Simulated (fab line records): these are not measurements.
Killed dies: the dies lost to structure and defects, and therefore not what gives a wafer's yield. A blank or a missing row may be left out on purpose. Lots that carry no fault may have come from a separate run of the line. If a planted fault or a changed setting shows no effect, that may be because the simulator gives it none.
Chamber matching || flow n5_finfet || 4 sister chambers for N5_BEOL_M6_STRIP_67 on rie_diel-04
The step strips in CF4. 14 wafers are shown with their chamber, then 7 later ones without.

## WAFERS, EACH WITH ITS CHAMBER
{"wafer": "L077.3", "chamber": 3, "drypump_motor_current_A (A)": 6.2, "throttle_valve_pct (%)": 13.29, "oes_product_au (a.u.)": 0.79}
{"wafer": "L077.4", "chamber": 3, "drypump_motor_current_A (A)": 6.1, "throttle_valve_pct (%)": 13.28, "oes_product_au (a.u.)": 0.78}
{"wafer": "L077.6", "chamber": 2, "drypump_motor_current_A (A)": 5.4, "throttle_valve_pct (%)": 13.48, "oes_product_au (a.u.)": 0.70}
{"wafer": "L079.2", "chamber": 0, "drypump_motor_current_A (A)": 6.2, "throttle_valve_pct (%)": 13.26, "oes_product_au (a.u.)": 0.85}
{"wafer": "L079.4", "chamber": 2, "drypump_motor_current_A (A)": 5.5, "throttle_valve_pct (%)": 13.49, "oes_product_au (a.u.)": 0.70}
{"wafer": "L079.6", "chamber": 3, "drypump_motor_current_A (A)": 6.1, "throttle_valve_pct (%)": 13.29, "oes_product_au (a.u.)": 0.79}
{"wafer": "L083.1", "chamber": 1, "drypump_motor_current_A (A)": 5.4, "throttle_valve_pct (%)": 13.65, "oes_product_au (a.u.)": 0.70}
{"wafer": "L083.3", "chamber": 3, "drypump_motor_current_A (A)": 6.1, "throttle_valve_pct (%)": 13.28, "oes_product_au (a.u.)": 0.77}
{"wafer": "L083.5", "chamber": 1, "drypump_motor_current_A (A)": 5.4, "throttle_valve_pct (%)": 13.67, "oes_product_au (a.u.)": 0.69}
{"wafer": "L087.1", "chamber": 0, "drypump_motor_current_A (A)": 6.2, "throttle_valve_pct (%)": 13.28, "oes_product_au (a.u.)": 0.81}
{"wafer": "L087.4", "chamber": 2, "drypump_motor_current_A (A)": 5.5, "throttle_valve_pct (%)": 13.54, "oes_product_au (a.u.)": 0.69}
{"wafer": "L087.5", "chamber": 0, "drypump_motor_current_A (A)": 6.2, "throttle_valve_pct (%)": 13.32, "oes_product_au (a.u.)": 0.82}
{"wafer": "L089.2", "chamber": 1, "drypump_motor_current_A (A)": 5.4, "throttle_valve_pct (%)": 13.71, "oes_product_au (a.u.)": 0.68}
{"wafer": "L089.4", "chamber": 1, "drypump_motor_current_A (A)": 5.4, "throttle_valve_pct (%)": 13.67, "oes_product_au (a.u.)": 0.68}

SIGNATURES (means of the wafers above)
{"reading": "drypump_motor_current_A", "chamber 0": 6.200, "chamber 1": 5.400, "chamber 2": 5.467, "chamber 3": 6.125, "scatter within a chamber": 0.0376}
{"reading": "throttle_valve_pct", "chamber 0": 13.2867, "chamber 1": 13.6750, "chamber 2": 13.5033, "chamber 3": 13.2850, "scatter within a chamber": 0.0244}
{"reading": "oes_product_au", "chamber 0": 0.8267, "chamber 1": 0.6875, "chamber 2": 0.6967, "chamber 3": 0.7825, "scatter within a chamber": 0.0122}
Rule: a wafer's distance from a chamber is the root of the sum, over the readings, of the square of ((its reading less the chamber's mean) divided by the reading's scatter). The wafer belongs to the nearest chamber; if the next one is less than 2 further off, it can't be placed. The scatter: the root of (the sum of the squares of (reading less its chamber's mean) over the shown wafers, divided by (wafers less chambers)).

## WAFERS WITH NO CHAMBER GIVEN
{"wafer": "L089.6", "drypump_motor_current_A (A)": 5.5, "throttle_valve_pct (%)": 13.52, "oes_product_au (a.u.)": 0.68}
{"wafer": "L092.3", "drypump_motor_current_A (A)": 5.5, "throttle_valve_pct (%)": 13.53, "oes_product_au (a.u.)": 0.68}
{"wafer": "L092.4", "drypump_motor_current_A (A)": 6.1, "throttle_valve_pct (%)": 13.35, "oes_product_au (a.u.)": 0.77}
{"wafer": "L092.5", "drypump_motor_current_A (A)": 5.4, "throttle_valve_pct (%)": 13.69, "oes_product_au (a.u.)": 0.68}
{"wafer": "L094.1", "drypump_motor_current_A (A)": 6.1, "throttle_valve_pct (%)": 13.37, "oes_product_au (a.u.)": 0.76}
{"wafer": "L094.2", "drypump_motor_current_A (A)": 5.5, "throttle_valve_pct (%)": 13.55, "oes_product_au (a.u.)": 0.67}
{"wafer": "L094.4", "drypump_motor_current_A (A)": 5.5, "throttle_valve_pct (%)": 13.55, "oes_product_au (a.u.)": 0.68}

## CHAMBER TAKEN BY EACH
{"wafer": "L089.6", "from the rows above": 2, "in truth": 2}
{"wafer": "L092.3", "from the rows above": 2, "in truth": 2}
{"wafer": "L092.4", "from the rows above": 3, "in truth": 3}
{"wafer": "L092.5", "from the rows above": 1, "in truth": 1}
{"wafer": "L094.1", "from the rows above": 3, "in truth": 3}
{"wafer": "L094.2", "from the rows above": 2, "in truth": 2}
{"wafer": "L094.4", "from the rows above": 2, "in truth": 2}
Correctly placed: 7 of 7. Left unplaced by these rows: 0. Wrongly placed: 0.
